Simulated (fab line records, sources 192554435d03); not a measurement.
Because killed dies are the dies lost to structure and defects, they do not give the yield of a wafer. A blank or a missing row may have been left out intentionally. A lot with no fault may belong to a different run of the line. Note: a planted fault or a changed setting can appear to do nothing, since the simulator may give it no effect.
3 desks, one fault ; flow n5-finfet ; what lay behind the numbers comes last; until then each desk has only its own

== THE TOOL OWNER'S DESK: rie-diel-04 ==
The tool's own readings at N5_MOL_CONTACT_COAG_VIA_ETCH_46 (etches SiO2 in C4F6/O2, target depth 46 nm, overetch 9.2 nm, time 40 s): means of the sampled wafers that have a number, for each lot that ran on this tool. Marked OUT: a lot whose mean sits more than 4 standard deviations from the usual mean, which makes it out of limits; the brackets give that distance.
Columns: A = drypump-motor-current-A at N5_MOL_CONTACT_COAG_VIA_ETCH_46, usual 5.8 A; B = oes_f_703_au at N5_MOL_CONTACT_COAG_VIA_ETCH_46, usual 0.73 a.u.; C = oes-product-au at N5_MOL_CONTACT_COAG_VIA_ETCH_46, usual 0.65 a.u.; D = rf-vpp-V at N5_MOL_CONTACT_COAG_VIA_ETCH_46, usual 1592 V; E = showerhead-plenum-p-Torr at N5_MOL_CONTACT_COAG_VIA_ETCH_46, usual 2.86 Torr; F = throttle-valve-pct at N5_MOL_CONTACT_COAG_VIA_ETCH_46, usual 40.81 %
lot;first seen here;A;B;C;D;E;F
L411;day 7 18:26;5.8;0.72;0.63;1581;2.86;40.72
L412;day 8 07:29;5.3;0.69;0.61;1584;2.93;41.05
L414;day 8 19:49;5.7;0.69;0.61;1576;2.87;40.83
Result from this desk: across the 3 lots, nothing is out of limits.

== METROLOGY DESK ==
What the gauges read, lot by lot, whatever tool the lot ran on: means of the sampled wafers that have a number. Marked OUT: a lot whose mean sits more than 4 standard deviations from the usual mean, which makes it out of limits; the brackets give that distance.
Columns: A = VG_OVL at N5_MOL_CONTACT_COAG_OVL_MEAS_85, usual 0.1 nm
lot;first seen here;A
L407;day 6 22:41;-0.4
L411;day 7 17:40;0.0
L412;day 8 06:34;-0.9
L414;day 8 19:05;-0.1
L419;day 9 18:55;-0.6
L420;day 9 23:47;0.0
Result from this desk: across the 6 lots, nothing is out of limits.

== THE DEFECT DESK ==
Per lot, the means of the sampled wafers with a number show what the inspections along the route counted. Marked OUT: a lot whose mean sits more than 4 standard deviations from the usual mean, which makes it out of limits; the brackets give that distance.
Columns: A = raw-defect-count at N5_MOL_CONTACT_COAG_INSPECT_57, usual 211
lot;first seen here;A
L407;day 6 22:44;210
L411;day 7 17:43;180
L412;day 8 06:37;148
L414;day 8 19:07;190
L419;day 9 18:58;214
L420;day 9 23:51;218
Result from this desk: across the 6 lots, nothing is out of limits.

== TAKEN TOGETHER ==
The desk of the tool owner found nothing out of limits.
From the metrology desk's view, nothing was out of limits.
Nothing out of limits was seen by the defect desk.

== WHAT THE SIMULATOR HAD INSERTED ==
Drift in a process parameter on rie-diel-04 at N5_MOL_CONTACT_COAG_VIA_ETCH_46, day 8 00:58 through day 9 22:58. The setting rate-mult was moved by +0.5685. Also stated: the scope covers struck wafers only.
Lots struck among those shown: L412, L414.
